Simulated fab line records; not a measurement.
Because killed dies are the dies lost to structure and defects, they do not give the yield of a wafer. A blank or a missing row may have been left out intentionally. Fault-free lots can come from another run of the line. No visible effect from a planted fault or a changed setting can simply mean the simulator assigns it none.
Chamber matching || flow nand-harc || pecvd-04 running NHARC_P_M1_DEP_33: 3 sister chambers
The step deposits SiCN, target thk 30 nm. 3 wafers are shown with their chamber, then 8 later ones without.

WAFERS WITH THEIR CHAMBER
{"wafer": "L091.3", "chamber": 1, "heater-power-w (W)": 556}
{"wafer": "L091.6", "chamber": 2, "heater-power-w (W)": 466}
{"wafer": "L092.1", "chamber": 0, "heater-power-w (W)": 729}

WAFERS MISSING THEIR CHAMBER
{"wafer": "L092.5", "heater-power-w (W)": 562}
{"wafer": "L092.6", "heater-power-w (W)": 516}
{"wafer": "L093.2", "heater-power-w (W)": 566}
{"wafer": "L093.3", "heater-power-w (W)": 524}
{"wafer": "L093.5", "heater-power-w (W)": 573}
{"wafer": "L095.1", "heater-power-w (W)": 528}
{"wafer": "L095.4", "heater-power-w (W)": 465}
{"wafer": "L095.5", "heater-power-w (W)": 733}

WHICH CHAMBER EACH WENT THROUGH
{"wafer": "L092.5", "from the rows above": 1, "in truth": 1}
{"wafer": "L092.6", "from the rows above": "can't be placed: 1 or 2", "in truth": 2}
{"wafer": "L093.2", "from the rows above": 1, "in truth": 1}
{"wafer": "L093.3", "from the rows above": "can't be placed: 1 or 2", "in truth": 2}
{"wafer": "L093.5", "from the rows above": 1, "in truth": 1}
{"wafer": "L095.1", "from the rows above": "can't be placed: 1 or 2", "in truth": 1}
{"wafer": "L095.4", "from the rows above": 2, "in truth": 2}
{"wafer": "L095.5", "from the rows above": 0, "in truth": 0}
Placed correctly: 5 of 8. Cannot be placed on the basis of these rows: 3; the candidates contain the true chamber in 3. Placed wrongly: 0.
How it was worked out, from the rows above alone: a wafer's distance from a chamber is the root of the sum, over the readings, of the square of ((its reading less the chamber's mean) divided by the reading's scatter). The wafer belongs to the nearest chamber; if the next one is less than 2 further off, it can't be placed. Each chamber's mean is taken over the wafers shown for it. The scatter (one wafer shown for each chamber): square how far every hidden wafer sits from the nearest shown wafer, average those squares and take the square root.
